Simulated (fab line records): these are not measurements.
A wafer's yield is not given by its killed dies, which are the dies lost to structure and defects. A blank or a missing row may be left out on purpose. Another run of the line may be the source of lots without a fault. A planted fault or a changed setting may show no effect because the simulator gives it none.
fab line records | flow n5Finfet
record lots=7 wafers=21 lastDay=18
route steps=1938 shown SDB@365 DUMMY_REMOVAL@377 PASSIVATION@1936
lots that met no fault: taken from a fault-free run of the same line
startH: hours from the record's opening day to when the first of the lot's shown wafers began | waitH: hours from the lot's prior step to this one | " repeats the value in the row above | L1.1+2: one row covering several wafers at once | - either no value or no given start | * or withheld: withheld | < > ~ a bound
route shown NAME@n: a module of which the file shows steps, and the number in the route of the first | usual: mean/standard deviation taken from wafers without a fault | same: alike in all rows | chamber/n: place in a boat | sites: readings site by site | _std_site: their standard deviation | _edge_site: inner sites' mean taken away from outer sites' mean | radiusMm: for every site, how far away it sits from the centre of the wafer | mask NAME#n: copy n | behind: the last tool/chamber to shape the wafer | hold: reason for holding the lot/hours on hold/outcome of the hold | device: transistor that didn't switch, given as n, p or np | end of line: tests run on the same wafers once the route is complete | for a step that has no rows: nothing shown but its recipe | killed: not the wafer's yield, but the dies lost to structure and defects at the first sort | map: dies across one wafer; x = killed, . = not, _ = none there
set.NAME: setting as actually run; set.NAME@STEP: the setting as run at that earlier step | model.NAME: the simulator's own value behind a step, which no gauge read
lots seen at some steps along the route; tables by step, rows by wafer
services: a tool's chamber out of use, with start hour (startH, from the record's first day; less than 0 if before it), hours out, and reason
## steps
# step N5_SDB_STRIP_22
# recipe chemistry=N2/H2 powerW=1000 tempC=250 h2Frac=0.65 overashFraction=0.3 pressureMtorr=withheld n2FlowSccm=1750 h2FlowSccm=3250
# usual drypumpMotorCurrentA=5.9/0.51 heaterPowerW=343/52 oesProductAu=0.715/0.0052 stripTimeToEndpointS=96.3/0.3
# columns lot.wafer tool chamber startH waitH drypumpMotorCurrentA heaterPowerW oesProductAu rfHoursCounterH stripTimeToEndpointS
L985.2 plasmaAsher-01 1 66.58 0.1 6.5 353 0.723 88 96.4
L985.3 " 0 " " 6.0 266 0.717 - 96.3
L985.5 " 0 " " 6.1 268 0.716 - 95.8
L989.2 plasmaAsher-02 1 88.62 0.1 5.8 408 0.714 39 96.7
L989.3 " 1 " " 5.8 408 0.718 - 96.4
L989.5 " 0 " " 5.1 358 0.722 - 96.3
L993.2 plasmaAsher-01 1 115.33 0.1 6.6 353 0.724 97 96.0
L993.3 " 0 " " 6.1 272 0.708 - 96.0
L993.4 " 1 " " 6.5 350 0.712 - 96.2
L997.2 plasmaAsher-02 0 139.92 0.1 5.1 359 0.721 47 96.5
L997.3 " 0 " " 5.1 342 0.709 - 96.3
L997.6 " 1 " " 5.8 413 0.713 - 96.6
L996.1 plasmaAsher-01 0 141.90 0.1 6.1 274 0.711 102 96.4
L996.2 " 1 " " 6.5 349 0.718 102 96.7
L996.6 " 0 " " 6.0 271 0.713 - 96.5
L998.1 plasmaAsher-02 1 148.42 0.1 5.9 407 0.713 48 96.4
L998.2 " 0 " " 5.1 352 0.718 48 96.3
L998.3 " 1 " " 5.9 406 0.718 - 96.3
L105.1 plasmaAsher-01 1 186.65 0.1 6.5 356 0.722 111 95.7
L105.3 " 0 " " 6.0 269 0.711 - 96.0
L105.6 " 0 " " 6.1 266 0.726 - 95.9
# step N5_SDB_PRECLEAN_23
# recipe chemistry=dHF timeS=30 tempC=25 dilution=withheld
# step N5_SDB_DUMMY_REMOVE_24
# recipe chemistry=TMAH tempC=70 target=poly-Si stopOn=SiO2 targetDepthNm=142 concWtPct=5 timeS=57 dry=ipaMarangoni rinseTimeS=30 rinseTempC=23
# step N5_SDB_ETCH_25
# recipe chemistry=C4F6/O2 target=SiO2 targetDepthA=100 timeS=3.3 ionEnergyEv=250 maskMaterial=SiNx pressureMtorr=30 sourceW=345 biasW=185 Ar_flow_sccm=300 C4F6_flow_sccm=10 O2_flow_sccm=10
# usual drypumpMotorCurrentA=5.6/0.56 oesProductAu=0.80/0.1 rfVppV=667/6.7 showerheadPlenumPTorr=2.87/0.12 throttleValvePct=21.18/0.18
# columns lot.wafer tool chamber startH waitH drypumpMotorCurrentA oesProductAu rfHoursCounterH rfVppV showerheadPlenumPTorr throttleValvePct
L985.2 rieDiel-01 3 66.80 0.0 6.3 0.68 250 657 2.81 21.53
L985.3 " 2 " " 5.4 0.68 243 661 2.70 21.32
L985.5 " 2 " " 5.3 0.68 - 660 2.70 21.33
L989.2 rieDiel-03 1 88.84 0.0 6.5 0.91 24 675 3.02 21.07
L989.3 " 2 " " 5.3 0.75 175 662 2.73 21.28
L989.5 " 3 " " 4.9 0.74 - 671 2.95 21.44
L993.2 rieDiel-03 3 115.55 0.0 4.8 0.73 185 670 2.95 21.45
L993.3 " 1 " " 6.5 0.90 32 675 3.02 21.09
L993.4 " 2 " " 5.3 0.73 181 660 2.73 21.30
L997.2 rieDiel-03 2 140.14 0.0 5.3 0.74 188 661 2.73 21.30
L997.3 " 3 " " 4.8 0.73 195 671 2.94 21.48
L997.6 " 1 " " 6.5 0.89 - 675 3.01 21.09
L996.1 rieDiel-03 1 142.12 0.0 6.5 0.88 42 674 3.01 21.11
L996.2 " 0 " " 5.5 0.69 241 663 2.79 21.09
L996.6 " 1 " " 6.5 0.89 - 674 3.01 21.13
L998.1 rieDiel-03 1 148.64 0.0 6.5 0.88 44 675 3.01 21.10
L998.2 " 3 " " 4.9 0.72 198 669 2.94 21.46
L998.3 " 2 " " 5.3 0.73 190 660 2.73 21.29
L105.1 rieDiel-01 0 186.88 0.0 5.8 0.80 96 667 2.86 21.05
L105.3 " 3 " " 6.3 0.90 31 658 2.80 21.23
L105.6 " 3 " " 6.3 0.89 - 658 2.79 21.22
# step N5_SDB_CUT_ETCH_26
# recipe chemistry=HBr/Cl2/O2 target=Si targetDepthA=1296 btTimeS=20 maskMaterial=SiNx timeS=51.8 ionEnergyEv=* biasW=* pressureMtorr=10 icpW=800 HBr_flow_sccm=150 Cl2_flow_sccm=80 O2_flow_sccm=12
# usual drypumpMotorCurrentA=5.5/0.38 oesProductAu=1.001/0.014 throttleValvePct=37.16/0.25
# columns lot.wafer tool chamber startH waitH drypumpMotorCurrentA oesProductAu rfHoursCounterH throttleValvePct
L985.2 rieSi-03 2 66.89 0.1 6.2 1.012 128 36.92
L985.3 " 3 " " 4.7 0.983 0 36.66
L985.5 " 0 " " 5.2 0.997 - 37.06
L989.2 rieSi-05 1 88.92 0.1 5.4 1.009 70 37.41
L989.3 " 0 " " 5.4 1.020 0 37.44
L989.5 " 2 " " 5.5 1.010 - 37.31
L993.2 rieSi-04 3 115.63 0.1 5.6 0.977 105 37.15
L993.3 " 1 " " 5.9 1.026 21 37.00
L993.4 " 0 " " 5.9 1.002 29 37.18
L997.2 rieSi-05 2 140.22 0.1 5.6 0.992 99 37.33
L997.3 " 1 " " 5.4 1.010 71 37.40
L997.6 " 2 " " 5.6 1.002 - 37.33
L996.1 rieSi-03 0 142.20 0.1 5.2 0.986 101 37.06
L996.2 " 3 " " 4.7 0.982 1 36.63
L996.6 " 3 " " 4.7 0.988 - 36.64
L998.1 rieSi-05 0 148.73 0.1 5.4 1.022 1 37.44
L998.2 " 1 " " 5.5 1.011 71 37.40
L998.3 " 2 " " 5.6 0.996 99 37.32
L105.1 rieSi-05 3 186.96 0.1 5.3 1.003 170 37.48
L105.3 " 2 " " 5.6 0.996 100 37.33
L105.6 " 3 " " 5.3 0.987 - 37.47
# step N5_SDB_PRECLEAN_38
# recipe chemistry=dHF timeS=10 dilution=750:1 tempC=25
# step N5_SDB_PRECLEAN_39
# recipe chemistry=O3/DIW timeS=45 tempC=22 o3Ppm=10
# step N5_SDB_SRD_28
# recipe dry=ipaMarangoni timeS=30 tempC=23 rinseLiquid=diw
# step N5_SDB_ALD_29
# recipe material=SiNx targetThkA=300 tempC=400 aldPrecursorFamily=SiH2I2 aldCoReactant=N2/H2-plasma pulseTimeS=1 aldCycles=600 purgeTimeS=2 coReactantPurgeTimeS=2 pressureTorr=2
# usual heaterPowerW=828/79 precursorPulseHeightRel=1.001/0.019
# same pulseTimeS=1 purgeTimeS=2
# columns lot.wafer tool chamber startH waitH heaterPowerW precursorPulseHeightRel
L985.2 aldSin-03 3 67.07 0.0 789 0.986
L985.3 " 1 " " 791 0.992
L985.5 " 1 68.42 1.4 807 1.015
L989.2 aldSin-01 1 89.27 0.2 749 0.993
L989.3 " 3 " " 927 0.999
L989.5 " 3 90.62 1.5 922 0.976
L993.2 aldSin-03 3 115.81 0.0 781 1.021
L993.3 " 0 " " 802 0.976
L993.4 " 1 " " 758 0.980
L997.2 aldSin-02 2 140.40 0.0 815 1.002
L997.3 " 3 " " 831 1.005
L997.6 " 1 141.76 1.4 803 1.042
L996.1 aldSin-03 1 142.38 0.0 762 1.023
L996.2 " 2 " " 954 0.999
L996.6 " 2 143.74 1.4 950 0.960
L998.1 aldSin-02 2 148.91 0.0 812 0.963
L998.2 " 1 " " 822 1.015
L998.3 " 0 " " 743 0.992
L105.1 aldSin-03 1 187.23 0.1 783 1.004
L105.3 " 0 " " 806 0.994
L105.6 " 2 188.58 1.5 951 1.001
# step N5_SDB_CMP_30
# recipe stopOn=poly-Si tOverpolishS=1.54 postCmpClean=alkalineBrush downForcePsi=4.1491 platenRpm=51.796 padVelocityMS=1.0306 targetThkNm=30
# step N5_SDB_THK_MEAS_31
# recipe reads=a-Si_of_DUMMY_GATE_CVD_03
# usual SDB_THK=64.1/0.97
# columns lot.wafer tool chamber startH waitH SDB_THK[nm]
L985.2 filmMetro-01 - 70.10 - 63.7
L985.3 " - " " 63.1
L985.5 " - " " 63.5
L989.2 filmMetro-02 - 92.29 - 62.4
L989.3 " - " " 62.5
L989.5 " - " " 63.0
L993.2 filmMetro-02 - 118.84 - 62.1
L993.3 " - " " 63.8
L993.4 " - " " 63.0
L997.2 filmMetro-02 - 143.43 - 64.7
L997.3 " - " " 64.3
L997.6 " - " " 65.7
L996.1 filmMetro-02 - 145.41 - 65.0
L996.2 " - " " 63.9
L996.6 " - " " 65.5
L998.1 filmMetro-01 - 151.94 - 65.2
L998.2 " - " " 64.9
L998.3 " - " " 63.6
L105.1 filmMetro-01 - 190.26 - 63.5
L105.3 " - " " 62.1
L105.6 " - " " 62.7
# step N5_SDB_INSPECT_36
# recipe inspectInstrument=darkfield mode=postCmp
# usual rawDefectCount=30/14
# columns lot.wafer tool chamber startH waitH rawDefectCount
L985.2 defectInspect-01 - 70.12 0.0 24
L985.3 " - " " 15
L985.5 " - " " 13
L989.2 defectInspect-01 - 92.32 0.0 16
L989.3 " - " " 37
L989.5 " - " " 20
L993.2 defectInspect-01 - 118.87 0.0 24
L993.3 " - " " 21
L993.4 " - " " 17
L997.2 defectInspect-02 - 143.46 0.0 34
L997.3 " - " " 32
L997.6 " - " " 37
L996.1 defectInspect-02 - 145.44 0.0 52
L996.2 " - " " 42
L996.6 " - " " 54
L998.1 defectInspect-01 - 151.96 0.0 25
L998.2 " - " " 26
L998.3 " - " " 22
L105.1 defectInspect-01 - 190.28 0.0 19
L105.3 " - " " 46
L105.6 " - " " 29
# step N5_DUMMY_REMOVAL_HM_STRIP_01
# recipe chemistry=CH3F/O2 material=SiNx targetDepthA=40 stopOn=poly-Si timeS=6.8 overEtchFrac=0.3 ionEnergyEv=60 powerW=410 biasW=29 Ar_flow_sccm=150 CH3F_flow_sccm=30 O2_flow_sccm=20
# usual drypumpMotorCurrentA=5.7/0.51 oesProductAu=0.66/0.057 rfVppV=127.6/0.97 showerheadPlenumPTorr=2.01/0.062 throttleValvePct=16.15/0.17
# same overEtchFrac=0.3
# columns lot.wafer tool chamber startH waitH drypumpMotorCurrentA oesProductAu rfHoursCounterH rfVppV showerheadPlenumPTorr throttleValvePct
L985.2 rieDiel-06 3 70.16 0.0 5.8 0.67 76 127.6 1.95 16.38
L985.3 " 2 " " 6.6 0.58 213 126.5 1.98 16.51
L985.5 " 1 " " 5.2 0.68 - 127.5 1.95 16.17
L989.2 rieDiel-05 0 92.35 0.0 5.0 0.63 138 128.8 2.09 16.16
L989.3 " 3 " " 5.8 0.63 120 128.2 2.09 15.97
L989.5 " 2 " " 5.3 0.80 - 126.4 1.97 16.08
L993.2 rieDiel-05 3 118.90 0.0 5.8 0.63 125 128.8 2.09 15.99
L993.3 " 2 " " 5.3 0.78 12 127.5 1.97 16.08
L993.4 " 1 " " 6.0 0.62 135 126.7 2.00 16.05
L997.2 rieDiel-05 1 143.49 0.0 6.0 0.62 143 126.6 2.00 16.05
L997.3 " 2 " " 5.3 0.76 19 127.1 1.96 16.09
L997.6 " 3 " " 5.8 0.62 - 126.7 2.09 16.01
L996.1 rieDiel-05 3 145.47 0.0 5.8 0.63 134 128.1 2.09 15.96
L996.2 " 1 " " 6.0 0.62 144 127.5 2.00 16.07
L996.6 " 2 " " 5.3 0.76 - 127.2 1.96 16.07
L998.1 rieDiel-02 0 152.00 0.0 5.7 0.67 86 128.6 2.03 15.97
L998.2 " 3 " " 4.7 0.68 55 127.6 1.94 15.95
L998.3 " 2 " " 6.1 0.68 51 128.5 2.04 16.31
L105.1 rieDiel-02 1 190.32 0.0 6.4 0.71 33 127.7 2.13 16.17
L105.3 " 2 " " 6.1 0.66 66 128.6 2.03 16.35
L105.6 " 0 " " 5.8 0.66 - 125.7 2.03 16.01
# step N5_DUMMY_REMOVAL_STRIP_10
# recipe chemistry=N2/H2 timeS=40 powerW=100 tempC=40 pressureMtorr=100 rfFrequencyHz=6e+07 biasPowerW=3 n2FlowSccm=300 h2FlowSccm=300
# usual drypumpMotorCurrentA=5.7/0.51 oesProductAu=0.81/0.074 rfVppV=45.3/0.81 showerheadPlenumPTorr=3.39/0.1 throttleValvePct=12.02/0.18
# columns lot.wafer tool chamber startH waitH drypumpMotorCurrentA oesProductAu rfHoursCounterH rfVppV showerheadPlenumPTorr throttleValvePct
L985.2 rieDiel-06 3 70.19 0.0 5.8 0.83 76 45.5 3.28 12.19
L985.3 " 2 " " 6.6 0.72 213 45.0 3.34 12.42
L985.5 " 1 " " 5.2 0.86 - 46.3 3.29 12.00
L989.2 rieDiel-05 0 92.39 0.0 5.1 0.78 138 43.9 3.53 12.02
L989.3 " 3 " " 5.8 0.78 120 45.2 3.54 11.91
L989.5 " 2 " " 5.3 1.00 - 46.3 3.32 11.86
L993.2 rieDiel-05 3 118.93 0.0 5.8 0.77 125 43.5 3.53 11.92
L993.3 " 2 " " 5.3 0.96 12 44.6 3.32 11.87
L993.4 " 1 " " 6.0 0.77 135 44.7 3.37 11.88
L997.2 rieDiel-05 1 143.53 0.0 6.0 0.76 143 45.0 3.37 11.89
L997.3 " 2 " " 5.3 0.94 19 46.0 3.32 11.88
L997.6 " 3 " " 5.8 0.77 - 46.0 3.53 11.94
L996.1 rieDiel-05 3 145.50 0.0 5.8 0.77 134 46.3 3.53 11.96
L996.2 " 1 " " 6.0 0.76 144 45.4 3.37 11.90
L996.6 " 2 " " 5.3 0.94 - 44.3 3.32 11.89
L998.1 rieDiel-02 0 152.03 0.0 5.8 0.83 86 45.1 3.41 11.77
L998.2 " 3 " " 4.7 0.84 55 46.0 3.29 11.86
L998.3 " 2 " " 6.1 0.84 51 45.6 3.43 12.10
L105.1 rieDiel-02 1 190.35 0.0 6.4 0.88 33 45.7 3.58 12.02
L105.3 " 2 " " 6.1 0.83 66 46.5 3.42 12.14
L105.6 " 0 " " 5.8 0.81 - 45.5 3.40 11.81
# step N5_DUMMY_REMOVAL_PRECLEAN_07
# recipe chemistry=dHF timeS=30 tempC=25 dilution=withheld
# step N5_DUMMY_REMOVAL_DUMMY_REMOVE_02
# recipe chemistry=TMAH tempC=70 target=poly-Si stopOn=SiO2 targetDepthNm=142 concWtPct=5 timeS=57 dry=ipaMarangoni rinseTimeS=30 rinseTempC=23
# step N5_DUMMY_REMOVAL_INSPECT_06
# recipe inspectInstrument=brightfield mode=aei
# usual rawDefectCount=11/4.7
# columns lot.wafer tool chamber startH waitH rawDefectCount
L985.2 defectInspect-01 - 70.35 0.0 9
L985.3 " - " " 14
L985.5 " - " " 10
L989.2 defectInspect-01 - 92.55 0.0 5
L989.3 " - " " 7
L989.5 " - " " 7
L993.2 defectInspect-01 - 119.10 0.0 879
L993.3 " - " " 908
L993.4 " - " " 912
L997.2 defectInspect-02 - 143.69 0.0 907
L997.3 " - " " 884
L997.6 " - " " 891
L996.1 defectInspect-02 - 145.68 0.0 897
L996.2 " - " " 879
L996.6 " - " " 871
L998.1 defectInspect-02 - 152.19 0.0 5
L998.2 " - " " 12
L998.3 " - " " 7
L105.1 defectInspect-02 - 190.57 0.0 12
L105.3 " - " " 12
L105.6 " - " " 10
# step N5_DUMMY_REMOVAL_PRECLEAN_08
# recipe chemistry=NF3:NH3 afsCycles=2 tempC=30 timeS=20 sublimationTempC=180 sublimationTimeS=60 pressureTorr=3 rfPowerW=30
# step N5_PASSIVATION_PROBE_49
# usual killed_at_M0_to_M3=36/11 killed_at_M4_up=14/5.6 killedAtContacts=11/5.6 killedAtFrontEnd=40/12 killedAtOther=4/3.2 killedDies=105/17 killedOpen=69/12 killedShort=34/8.4
# same grossDies=1180 killedAtBackSide=0
# columns lot.wafer tool chamber startH waitH killed_at_M0_to_M3 killed_at_M4_up killedAtContacts killedAtFrontEnd killedAtOther killedDies killedOpen killedShort
L993.2 prober-02 - 363.12 0.1 34 15 8 134 11 202 71 30
L993.3 prober-02 - 363.17 0.1 29 12 7 204 7 259 70 41
L993.4 prober-02 - 363.22 0.2 40 18 6 177 6 247 79 24
L997.2 prober-02 - 376.74 0.1 24 7 11 204 3 249 62 42
L997.3 prober-02 - 376.79 0.1 45 9 15 184 9 262 77 40
L997.6 prober-02 - 376.94 0.3 33 14 10 139 7 203 75 31
L998.1 prober-01 - 382.54 0.0 50 15 10 24 1 100 66 33
L998.2 prober-01 - 382.59 0.1 33 23 10 52 1 119 71 46
L998.3 prober-01 - 382.64 0.1 44 16 14 26 0 100 67 32
L996.1 prober-01 - 383.39 0.0 31 6 3 161 4 205 73 31
L996.2 prober-01 - 383.44 0.1 36 8 7 174 5 230 61 24
L996.6 prober-01 - 383.64 0.3 23 12 5 161 6 207 45 28
# killed by level:class
L993.2 DUMMY_REMOVAL:unspecified=100 BEOL_M1:geometricParticle:open=12 MOL_CONTACT_COAG:geometricParticle:open=8 FIN_SAQP:geometricParticle:open=7 STI_FIN_REVEAL:geometricParticle:open=7 BEOL_M0_SAQP:geometricParticle:open=5 MIM_TOP_ETCH:geometricParticle:short=5 BEOL_M1:geometricParticle:short=4
L993.3 DUMMY_REMOVAL:unspecified=148 FIN_SAQP:geometricParticle:open=14 STI_FIN_REVEAL:geometricParticle:open=11 FIN_SAQP:geometricParticle:short=9 MOL_CONTACT_COAG:geometricParticle:open=7 GATE_CUT:geometricParticle:short=6 BEOL_M0_SAQP:geometricParticle:open=6 BEOL_M4:geometricParticle:open=6
L993.4 DUMMY_REMOVAL:unspecified=141 FIN_SAQP:geometricParticle:open=11 STI_FIN_REVEAL:geometricParticle:open=9 BEOL_M1:geometricParticle:open=9 BEOL_M4:geometricParticle:open=9 BEOL_M0_SAQP:geometricParticle:open=8 BEOL_M2:geometricParticle:open=8 MOL_CONTACT_COAG:geometricParticle:open=5
L997.2 DUMMY_REMOVAL:unspecified=145 STI_FIN_REVEAL:geometricParticle:open=17 FIN_SAQP:geometricParticle:short=16 MOL_CONTACT_COAG:geometricParticle:open=10 FIN_SAQP:geometricParticle:open=6 BEOL_M0_SAQP:geometricParticle:short=5 BEOL_M1:geometricParticle:open=5 STI_FIN_REVEAL:geometricParticle:short=4
L997.3 DUMMY_REMOVAL:unspecified=144 MOL_CONTACT_COAG:geometricParticle:open=15 BEOL_M1:geometricParticle:open=12 FIN_SAQP:geometricParticle:short=11 STI_FIN_REVEAL:geometricParticle:open=9 BEOL_M0_SAQP:geometricParticle:open=8 FIN_SAQP:geometricParticle:open=6 BEOL_M2:geometricParticle:open=6
L997.6 DUMMY_REMOVAL:unspecified=94 STI_FIN_REVEAL:geometricParticle:open=19 MOL_CONTACT_COAG:geometricParticle:open=9 BEOL_M2:geometricParticle:open=7 BEOL_M3:geometricParticle:open=6 FIN_SAQP:geometricParticle:short=5 DUMMY_GATE:geometricParticle:open=5 BEOL_M0_SAQP:geometricParticle:short=5
L998.1 BEOL_M0_SAQP:geometricParticle:short=15 BEOL_M0_SAQP:geometricParticle:open=13 MOL_CONTACT_COAG:geometricParticle:open=8 STI_FIN_REVEAL:geometricParticle:open=7 BEOL_M2:geometricParticle:open=7 BEOL_M1:geometricParticle:open=6 BEOL_M4:geometricParticle:open=5 FIN_SAQP:geometricParticle:open=4
L998.2 STI_FIN_REVEAL:geometricParticle:open=14 FIN_SAQP:geometricParticle:open=10 BEOL_M4:geometricParticle:open=10 FIN_SAQP:geometricParticle:short=8 MOL_CONTACT_COAG:geometricParticle:open=8 BEOL_M3:geometricParticle:short=8 BEOL_M0_SAQP:geometricParticle:short=7 BEOL_M1:geometricParticle:open=7
L998.3 STI_FIN_REVEAL:geometricParticle:open=12 MOL_CONTACT_COAG:geometricParticle:open=12 BEOL_M0_SAQP:geometricParticle:short=11 BEOL_M0_SAQP:geometricParticle:open=11 BEOL_M1:geometricParticle:open=11 STI_FIN_REVEAL:geometricParticle:short=5 BEOL_M3:geometricParticle:open=5 BEOL_M4:geometricParticle:open=5
L996.1 DUMMY_REMOVAL:unspecified=99 STI_FIN_REVEAL:geometricParticle:open=21 FIN_SAQP:geometricParticle:open=13 FIN_SAQP:geometricParticle:short=9 BEOL_M0:geometricParticle:open=7 BEOL_M3:geometricParticle:open=7 BEOL_M2:geometricParticle:short=5 STARTING-WAFER:geometricParticle:short=4
L996.2 DUMMY_REMOVAL:unspecified=144 BEOL_M1:geometricParticle:open=10 BEOL_M2:geometricParticle:open=9 FIN_SAQP:geometricParticle:short=8 MOL_CONTACT_COAG:geometricParticle:open=7 STI_FIN_REVEAL:geometricParticle:open=6 FIN_SAQP:geometricParticle:open=5 BEOL_M0:geometricParticle:open=4
L996.6 DUMMY_REMOVAL:unspecified=134 FIN_SAQP:geometricParticle:short=6 BEOL_M5:geometricParticle:open=5 FIN_SAQP:geometricParticle:open=4 STI_FIN_REVEAL:geometricParticle:open=4 BEOL_M0_SAQP:geometricParticle:open=4 BEOL_M1:geometricParticle:open=4 BEOL_M3:geometricParticle:open=4
# map L993.3 (x killed, . not)
_________________............________________
______________x.x.......x......._____________
___________...................x....__________
__________.....x....x..............._________
________.....x.....x...x...........x.._______
_______x......................x........______
______...........x......................_____
_____x....................xx.............____
____...............xx..x.xx.xxxxx.......x.___
___........x..xx...xx...xxx.x.xx...xxx.....__
___..x.....x....x...xxxxxxxxxxx.x.....xx...__
__....xx............xxxxxxxxxxxxx....x.x...._
__........x.x...x..xxxxxxxxxxxxxx..........._
_................xxxxxxxxxxxxxxxxxx..........
_x.................xxxxxxxxxxxxxxx......x....
_...x.....x........xxxxxxxxxxxxxxx...........
_.........x.......xxxxxxxxxxxxxxx............
_.x.................xxxxxxxxxxxxxx...........
_...................xxxxxxxxxxx.............x
_x.x.........x.x.....x.xxxx.x.xx.........x...
_.....x.........x...x...xx..xx.......xx......
__........x.....x......xx..x.x.x.......x...._
__x.................x......................._
___............xx.......x.x...........x....__
___.....x......x..............xxx....x.....__
____........x.................x..xxx......___
_____...x................................____
______x.........x.x.x....x.x........x..._____
_______.....................x...x..x...______
________......x......x................_______
__________x................x.....x.._________
___________x.........x..x..........__________
______________......x......x...x_____________
_________________x..x........________________
# map L996.2 (x killed, . not)
_________________........x...________________
______________.....x...x....x..._____________
___________........................__________
__________x.....x....x........x....._________
________.x............................_______
_______xx..x......x..............x...xx______
______x....xx.xxx........x..........xx.._____
_____.xxx.xxxxx..xx......................____
____x.xxxxxxxxxxx.........x..............x___
___..xxxxxxxxxxxx.x...................x.x..__
___.xxxxxxxxxxxxxx..x.........x.......x....__
__..xxxxxxxxxxxxxxx.............x..........._
__.x.xxxxxxxxxxxxx....x.............x...x..._
_.xx.xxxxxxxxxxxxxxx.....x.x.................
_....xxxxxxxxxxxx.x.....x.............x....x.
_.....x.xxxxxxxxxx...........................
_.x...xx.xxxxxxxx.............x....x..x......
_.x.....xxxxx.xx.............x...............
_......x.x.xxx...x..x.............x..........
_.......................................x..x.
_..x....x...................x.............x..
__...x......x.................x............._
__...............x.........x........x......._
___x.x...........x.................x.......__
___..x.x..x..........................x.....__
____....x.x...............................___
_____x.........x....x......x..x..x.......____
______.........x.....x.................._____
_______.x.....................x....x..x______
________...................x.....x...._______
__________.........................x_________
___________..........x......x......__________
______________.................._____________
_________________............________________
## services
# columns tool chamber startH hours kind
rieDiel-06 - 42.87 0.3 repair
plasmaAsher-02 - 46.14 2.1 repair
rieDiel-05 0 46.17 9.6 repair
rieDiel-02 3 47.28 15.7 repair
plasmaAsher-02 - 51.01 2.0 repair
aldSin-02 2 74.33 6.8 repair
aldSin-03 - 79.71 2.8 pm
aldSin-03 - 85.81 14.0 pm
rieDiel-02 0 96.26 6.7 repair
rieDiel-02 - 97.17 0.2 repair
aldSin-02 - 97.52 6.0 pm
aldSin-03 - 104.73 6.1 pm
rieSi-05 - 106.04 14.6 pm
rieDiel-02 - 112.60 2.8 pm
rieSi-05 3 121.01 25.2 repair
rieSi-05 2 121.05 1.9 repair
aldSin-03 1 127.01 11.4 repair
rieDiel-06 2 128.81 12.8 repair
rieDiel-01 - 129.43 10.9 repair
rieDiel-06 - 143.51 0.7 repair
rieDiel-01 2 143.52 8.2 repair
rieSi-05 1 157.93 2.6 repair
rieDiel-02 3 173.20 15.3 repair
rieSi-05 - 186.07 0.3 repair
## key
firstSign step=N5_DUMMY_REMOVAL_INSPECT_06 reading=rawDefectCount direction=up sigmas=99+ usual=11 struck=892
effect step=N5_PASSIVATION_PROBE_49 reading=killedAtFrontEnd direction=up sigmas=11 usual=40 struck=171
moreKillsBornAt N5_DUMMY_REMOVAL_HM_STRIP_01@rieDiel-05=1149
metAt N5_DUMMY_REMOVAL_HM_STRIP_01
struckWafers L993.2,L993.3,L993.4,L996.1,L996.2,L996.6,L997.2,L997.3,L997.6
testerLeftOut L993,L996,L997
onsetBetween 92.35 118.90
alsoFits N5_DUMMY_REMOVAL_STRIP_10:rieDiel-05
fault kind=chamberParticleSource tool=rieDiel-05 chamber=- onsetH=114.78 steps=N5_DUMMY_REMOVAL_HM_STRIP_01 ratePerVisitCm2=1.3671 endH=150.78
# testerLeftOut: of these lots the tester's yield and bins aren't shown, on N5 and GAA mostly nor the transistor test; their killed dies are dies lost to structure and defects alone, not to doping, threshold or leakage, so they don't give the yield
